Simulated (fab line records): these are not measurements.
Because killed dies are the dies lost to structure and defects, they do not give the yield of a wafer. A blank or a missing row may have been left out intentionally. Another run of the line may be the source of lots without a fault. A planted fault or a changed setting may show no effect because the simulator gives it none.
fab line records    flow nand_harc
[record] lots = 13  wafers = 39  last_day = 32
route steps=1302 shown A_STAIRCASE@744
lots with no fault: from the same line, run without faults
start_h: the number of hours between the record's first day and the start of the first shown wafer of the lot    wait_h: time in hours since the lot's previous step    " unchanged from the row above    L1.1+2: a row that stands for several wafers    - either no value or no given start    * or withheld: withheld    < > ~ a bound
route shown NAME@n: names a module that has steps shown in the file, with the first one's number in the route    usual: mean/standard deviation taken from wafers without a fault    same: alike in all rows    chamber/n: place in a boat    sites: the reading at each site    _std_site: their standard deviation    _edge_site: inner sites' mean taken away from outer sites' mean    radius_mm: how far each site lies from the wafer's centre    mask NAME#n: copy n    behind: tool/chamber where the wafer was last shaped    hold: what put the lot on hold/how long, in hours/how the hold closed    device: transistor that didn't switch, given as n, p or np    end of line: the route-end tests of the same wafers    a step with no rows: only its recipe    killed: count of dies lost to structure and defects at first sort (not the wafer's yield)    map: the dies of a wafer, with x for killed, . for not killed, _ for no die there
set.NAME: the run value of the setting; set.NAME@STEP: its run value at that earlier step    model.NAME: the simulator's own value behind a step, which no gauge read
route steps across a sampled set of lots; one table per step, one row per wafer
services: when a tool's chamber went out of use (start_h, in hours from the record's first day, below 0 if earlier), for how many hours, and the reason
[[steps]]
[step NHARC_A_STAIRCASE_ETCH_230]
[recipe] target_depth_a = 1000  time_s = 40.5  ion_energy_ev = 400  c4f8_flow_sccm = 20  o2_flow_sccm = 10  ar_flow_sccm = withheld  rf_w = 600  bias_w = 1000  chemistry = C4F8/O2
[usual] oes_product_au = 0.960/0.019  rf_vpp_V = 897/3.8
lot.wafer  tool         chamber  start_h  wait_h  oes_product_au  rf_hours_counter_h  rf_vpp_V
L560.2     rie_diel-06  3        -        -       0.972           14                  895
L560.3     "            0        "        "       0.959           14                  897
L560.5     "            2        "        "       0.956           -                   897
L562.1     rie_diel-06  3        -        -       0.967           22                  896
L562.2     "            0        "        "       0.974           21                  898
L562.4     "            2        "        "       0.961           21                  897
L561.2     rie_diel-12  3        -        -       0.924           36                  896
L561.4     "            0        "        "       0.936           39                  896
L561.5     "            0        "        "       0.948           -                   896
L568.1     rie_diel-06  0        -        -       0.957           37                  897
L568.4     "            1        "        "       0.949           36                  893
L568.2     "            2        "        "       0.946           34                  900
L575.3     rie_diel-12  3        -        -       0.977           17                  897
L575.6     "            1        "        "       0.984           -                   896
L575.5     "            2        "        "       0.987           -                   899
L574.1     rie_diel-05  2        -        -       0.984           25                  905
L574.3     "            3        "        "       0.951           30                  896
L574.5     "            2        "        "       0.975           -                   905
L577.2     rie_diel-06  1        -        -       0.975           6                   893
L577.1     "            3        "        "       0.977           7                   893
L577.6     "            0        "        "       0.990           -                   897
L576.4     rie_diel-12  0        -        -       0.936           28                  897
L576.1     "            1        "        "       0.951           27                  895
L576.3     "            3        "        "       0.953           28                  896
L578.1     rie_diel-05  1        -        -       0.976           41                  904
L578.4     "            3        "        "       0.964           42                  893
L578.6     "            0        "        "       0.970           -                   891
L579.2     rie_diel-05  2        -        -       0.992           40                  903
L579.1     "            0        "        "       0.977           50                  891
L579.6     "            2        "        "       0.995           -                   903
L580.1     rie_diel-06  3        -        -       0.961           19                  894
L580.2     "            1        "        "       0.976           21                  895
L580.6     "            0        "        "       0.973           -                   895
L581.3     rie_diel-12  0        -        -       0.939           43                  895
L581.6     "            2        "        "       0.958           -                   899
L581.5     "            3        "        "       0.936           -                   896
L582.3     rie_diel-12  1        -        -       0.968           43                  894
L582.2     "            3        "        "       0.981           41                  898
L582.5     "            1        "        "       0.974           -                   895
[step NHARC_A_STAIRCASE_TRIM_231]
[recipe] time_s = 211.2  o2_flow_sccm = 500  ar_flow_sccm = 0  bias_w = 0  chemistry = O2
[usual] drypump_motor_current_A = 5.7/0.39  oes_product_au = 1.004/0.015  rf_vpp_V = 57.9/0.82  showerhead_plenum_p_Torr = 3.56/0.1  throttle_valve_pct = 17.038/0.0089
lot.wafer  tool         chamber  start_h  wait_h  drypump_motor_current_A  oes_product_au  rf_hours_counter_h  rf_vpp_V  showerhead_plenum_p_Torr  throttle_valve_pct
L560.2     rie_diel-06  3        -        -       5.2                      1.018           14                  58.0      3.51                      17.042
L560.3     "            0        "        "       6.0                      1.009           14                  58.9      3.56                      17.052
L560.5     "            2        "        "       5.3                      0.978           -                   58.1      3.60                      17.040
L562.1     rie_diel-06  0        -        -       6.1                      1.011           21                  59.5      3.56                      17.038
L562.4     "            1        "        "       5.9                      1.003           20                  58.6      3.47                      17.040
L562.2     "            3        "        "       5.2                      1.017           22                  57.5      3.50                      17.041
L561.2     rie_diel-12  1        -        -       6.3                      1.009           26                  57.5      3.53                      17.040
L561.4     "            2        "        "       5.4                      1.014           37                  57.5      3.63                      17.051
L561.5     "            0        "        "       6.0                      0.989           -                   58.4      3.54                      17.045
L568.2     rie_diel-06  2        -        -       5.3                      0.980           35                  56.0      3.59                      17.035
L568.1     "            0        "        "       6.1                      1.017           37                  58.8      3.55                      17.049
L568.4     "            1        "        "       5.9                      1.009           36                  57.1      3.46                      17.035
L575.3     rie_diel-12  1        -        -       6.3                      1.022           18                  57.9      3.51                      17.040
L575.6     "            2        "        "       5.4                      1.019           -                   59.6      3.61                      17.040
L575.5     "            3        "        "       5.1                      1.004           -                   57.2      3.56                      17.049
L574.1     rie_diel-05  1        -        -       6.3                      0.992           28                  58.0      3.72                      17.041
L574.3     "            3        "        "       5.6                      0.984           30                  56.9      3.48                      17.029
L574.5     "            2        "        "       5.7                      1.016           -                   58.3      3.76                      17.039
L577.1     rie_diel-06  1        -        -       5.9                      1.023           6                   58.5      3.45                      17.042
L577.2     "            3        "        "       5.2                      1.009           7                   57.1      3.48                      17.041
L577.6     "            1        "        "       5.9                      1.014           -                   57.3      3.45                      17.038
L576.1     rie_diel-12  1        -        -       6.3                      1.025           27                  56.3      3.50                      17.048
L576.3     "            2        "        "       5.4                      0.999           27                  57.8      3.60                      17.025
L576.4     "            0        "        "       6.0                      0.992           28                  58.7      3.52                      17.047
L578.4     rie_diel-05  0        -        -       5.6                      1.009           44                  57.2      3.39                      17.031
L578.1     "            1        "        "       6.3                      0.991           41                  57.4      3.71                      17.040
L578.6     "            0        "        "       5.6                      1.005           -                   56.9      3.39                      17.038
L579.2     rie_diel-05  2        -        -       5.7                      1.040           40                  59.1      3.75                      17.037
L579.1     "            0        "        "       5.6                      1.019           50                  57.8      3.39                      17.041
L579.6     "            2        "        "       5.7                      1.037           -                   59.8      3.75                      17.050
L580.2     rie_diel-06  2        -        -       5.3                      0.986           21                  58.9      3.57                      17.044
L580.1     "            0        "        "       6.1                      1.018           19                  58.7      3.53                      17.037
L580.6     "            2        "        "       5.3                      0.976           -                   58.3      3.57                      17.060
L581.3     rie_diel-12  1        -        -       6.3                      1.010           42                  58.3      3.49                      17.036
L581.5     "            3        "        "       5.2                      1.006           -                   57.8      3.55                      17.042
L581.6     "            0        "        "       5.9                      0.993           -                   57.7      3.51                      17.046
L582.2     rie_diel-12  0        -        -       6.0                      1.001           44                  57.1      3.51                      17.041
L582.3     "            3        "        "       5.2                      0.994           41                  57.8      3.55                      17.040
L582.5     "            0        "        "       6.0                      0.996           -                   57.6      3.51                      17.044
[step NHARC_A_STAIRCASE_ETCH_234]
[recipe] target_depth_a = 1000  time_s = 40.5  ion_energy_ev = 400  c4f8_flow_sccm = 20  o2_flow_sccm = 10  ar_flow_sccm = withheld  rf_w = 600  bias_w = 1000  chemistry = C4F8/O2
[usual] oes_product_au = 0.950/0.016  rf_vpp_V = 897/3.6
lot.wafer  tool         chamber  start_h  wait_h  oes_product_au  rf_hours_counter_h  rf_vpp_V
L560.2     rie_diel-06  2        364.21   -       0.934           13                  900
L560.3     "            0        "        "       0.963           14                  897
L560.5     "            1        "        "       0.968           -                   892
L562.2     rie_diel-06  3        384.68   -       0.977           22                  895
L562.4     "            0        "        "       0.965           21                  897
L562.1     "            1        "        "       0.962           20                  895
L561.2     rie_diel-12  0        387.30   -       0.930           40                  896
L561.4     "            2        "        "       0.964           38                  898
L561.5     "            3        "        "       0.929           -                   898
L568.4     rie_diel-06  2        437.19   -       0.937           35                  898
L568.1     "            3        "        "       0.800           36                  895
L568.2     "            0        "        "       0.958           37                  897
L575.3     rie_diel-12  1        496.28   -       0.977           18                  895
L575.5     "            2        "        "       0.975           -                   899
L575.6     "            3        "        "       0.949           -                   896
L574.3     rie_diel-05  3        496.44   -       0.932           30                  895
L574.1     "            1        "        "       0.932           28                  903
L574.5     "            3        "        "       0.940           -                   894
L577.2     rie_diel-06  1        524.65   -       0.954           6                   893
L577.1     "            0        "        "       0.973           6                   896
L577.6     "            1        "        "       0.956           -                   892
L576.4     rie_diel-12  2        525.02   -       0.951           27                  898
L576.3     "            3        "        "       0.952           29                  898
L576.1     "            0        "        "       0.957           29                  896
L578.1     rie_diel-05  0        533.76   -       0.961           44                  890
L578.4     "            3        "        "       0.957           42                  894
L578.6     "            0        "        "       0.957           -                   891
L579.2     rie_diel-05  2        553.17   -       0.975           42                  902
L579.1     "            0        "        "       0.955           54                  891
L579.6     "            1        "        "       0.938           -                   902
L580.1     rie_diel-06  0        555.13   -       0.980           19                  896
L580.2     "            2        "        "       0.931           21                  897
L580.6     "            0        "        "       0.972           -                   896
L581.3     rie_diel-12  1        567.89   -       0.960           43                  895
L581.6     "            3        "        "       0.939           -                   896
L581.5     "            0        "        "       0.938           -                   896
L582.3     rie_diel-12  0        570.56   -       0.943           45                  896
L582.2     "            2        "        "       0.958           40                  898
L582.5     "            3        "        "       0.946           -                   895
[step NHARC_A_STAIRCASE_ETCH_236]
[recipe] target_depth_a = 1000  time_s = 40.5  ion_energy_ev = 400  c4f8_flow_sccm = 20  o2_flow_sccm = 10  ar_flow_sccm = withheld  rf_w = 600  bias_w = 1000  chemistry = C4F8/O2
[usual] oes_product_au = 0.950/0.015  rf_vpp_V = 897/3.5
lot.wafer  tool         chamber  start_h  wait_h  oes_product_au  rf_hours_counter_h  rf_vpp_V
L560.2     rie_diel-06  3        -        -       0.944           14                  894
L560.3     "            0        "        "       0.951           14                  898
L560.5     "            0        "        "       0.956           -                   898
L562.1     rie_diel-06  1        -        -       0.962           20                  893
L562.2     "            3        "        "       0.960           22                  896
L562.4     "            0        "        "       0.956           21                  896
L561.2     rie_diel-12  2        -        -       0.953           38                  901
L561.4     "            3        "        "       0.947           36                  898
L561.5     "            0        "        "       0.948           -                   898
L568.1     rie_diel-06  3        -        -       0.953           36                  896
L568.2     "            0        "        "       0.952           37                  897
L568.4     "            2        "        "       0.940           35                  897
L575.3     rie_diel-12  2        -        -       0.960           18                  899
L575.6     "            0        "        "       0.927           -                   897
L575.5     "            1        "        "       0.972           -                   895
L574.1     rie_diel-05  2        -        -       0.968           25                  903
L574.3     "            0        "        "       0.952           31                  891
L574.5     "            2        "        "       0.967           -                   904
L577.2     rie_diel-06  1        -        -       0.956           6                   895
L577.1     "            2        "        "       0.931           7                   898
L577.6     "            1        "        "       0.945           -                   893
L576.3     rie_diel-12  3        -        -       0.951           29                  896
L576.1     "            0        "        "       0.943           29                  896
L576.4     "            1        "        "       0.972           27                  895
L578.1     rie_diel-05  3        -        -       0.932           42                  895
L578.4     "            0        "        "       0.952           44                  891
L578.6     "            3        "        "       0.936           -                   894
L579.2     rie_diel-05  2        -        -       0.992           42                  904
L579.1     "            3        "        "       0.966           50                  895
L579.6     "            3        "        "       0.951           -                   894
L580.2     rie_diel-06  1        -        -       0.961           21                  892
L580.1     "            2        "        "       0.918           21                  898
L580.6     "            0        "        "       0.969           -                   895
L581.3     rie_diel-12  2        -        -       0.943           39                  899
L581.6     "            3        "        "       0.933           -                   896
L581.5     "            0        "        "       0.936           -                   895
L582.2     rie_diel-12  1        -        -       0.949           43                  895
L582.3     "            2        "        "       0.964           40                  900
L582.5     "            1        "        "       0.964           -                   894
[[services]]
tool         chamber  start_h  hours  kind
rie_diel-06  0        341.52   -      clean
rie_diel-06  1        341.52   -      clean
rie_diel-06  2        341.52   -      clean
rie_diel-06  3        341.52   -      clean
rie_diel-12  0        351.82   -      clean
rie_diel-12  1        351.82   -      clean
rie_diel-12  2        351.82   -      clean
rie_diel-12  3        351.82   -      clean
rie_diel-06  0        366.02   -      clean
rie_diel-06  1        366.02   -      clean
rie_diel-06  2        366.02   -      clean
rie_diel-06  3        366.02   -      clean
rie_diel-12  0        376.35   -      clean
rie_diel-12  1        376.35   -      clean
rie_diel-12  2        376.35   -      clean
rie_diel-12  3        376.35   -      clean
rie_diel-06  0        390.57   -      clean
rie_diel-05  -        406.64   9.0    pm
rie_diel-12  -        446.24   9.0    pm
rie_diel-05  -        449.79   0.6    repair
rie_diel-05  0        470.51   4.5    repair
rie_diel-06  -        485.02   9.0    pm
rie_diel-05  2        504.00   8.9    repair
rie_diel-05  0        561.94   66.9   repair
[[key]]
[first_sign] step = NHARC_A_STAIRCASE_ETCH_234  reading = oes_product_au  direction = down  sigmas = 9.6  usual = 0.950  struck = 0.800
effect none on later readings
met_at NHARC_A_STAIRCASE_ETCH_234
struck_lots L568
struck_wafers L568.1
later_rows_left_out L568.1
sort_left_out L568.1
tester_left_out L568
not_acting_at NHARC_A_STAIRCASE_ETCH_230,NHARC_A_STAIRCASE_TRIM_231,NHARC_A_STAIRCASE_ETCH_236
onset_between 384.68 437.19
[fault] kind = process_parameter_drift  tool = rie_diel-06  chamber = 3  onset_h = 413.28  steps = NHARC_A_STAIRCASE_ETCH_234  channel = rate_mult  offset = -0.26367  shape = step  end_h = 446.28
// tester_left_out: of these lots the tester's yield and bins aren't shown, on N5 and GAA mostly nor the transistor test; their killed dies are dies lost to structure and defects alone, not to doping, threshold or leakage, so they don't give the yield
// sort_left_out: the simulated sort isn't trusted on such a fault, so these wafers' sort isn't shown, and their yield isn't known
// later_rows_left_out: the simulator's readings of these wafers behind a module that went badly wrong aren't trusted and aren't shown, but for the sort
